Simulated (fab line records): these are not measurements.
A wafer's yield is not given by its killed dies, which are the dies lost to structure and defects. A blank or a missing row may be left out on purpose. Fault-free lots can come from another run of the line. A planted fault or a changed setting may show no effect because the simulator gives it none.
Matching of chambers    flow nand harc    NHARC_A_STAIRCASE_DEP_322 on pecvd-01: 3 sister chambers
The step deposits SiO2, target thk 3800 nm. 6 wafers are shown with their chamber, then 9 later ones without.

WAFERS WITH THEIR CHAMBER
wafer   chamber  heater power w (W)
L081.4  0        582
L084.2  1        727
L084.4  0        594
L085.1  2        628
L085.4  1        625
L085.6  2        573

WAFERS WHOSE CHAMBER IS MISSING
wafer   heater power w (W)
L089.3  720
L089.4  578
L089.6  586
L091.2  679
L091.3  663
L091.5  632
L095.2  756
L095.3  695
L095.6  648

WHICH CHAMBER EACH WENT THROUGH
wafer   from the rows above           in truth
L089.3  can't be placed: 1 or 2 or 0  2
L089.4  can't be placed: 0 or 2 or 1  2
L089.6  can't be placed: 0 or 2 or 1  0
L091.2  can't be placed: 1 or 2 or 0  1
L091.3  can't be placed: 1 or 2 or 0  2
L091.5  can't be placed: 2 or 0 or 1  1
L095.2  can't be placed: 1 or 2 or 0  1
L095.3  can't be placed: 1 or 2 or 0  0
L095.6  can't be placed: 1 or 2 or 0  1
Correct placement for 0 of the 9. Can't be placed from these rows: 9 (the true chamber is among the candidates in 9). Wrongly placed: 0.
How it was worked out, from the rows above alone: a wafer's distance from a chamber is the root of the sum, over the readings, of the square of ((its reading less the chamber's mean) divided by the reading's scatter). The wafer belongs to the nearest chamber; if the next one is less than 2 further off, it can't be placed. The mean given for a chamber averages the wafers shown for that chamber. How the scatter is found: for the shown wafers, subtract from each reading the mean of its chamber, square and add these, divide the total by (wafers less chambers), then take the root.
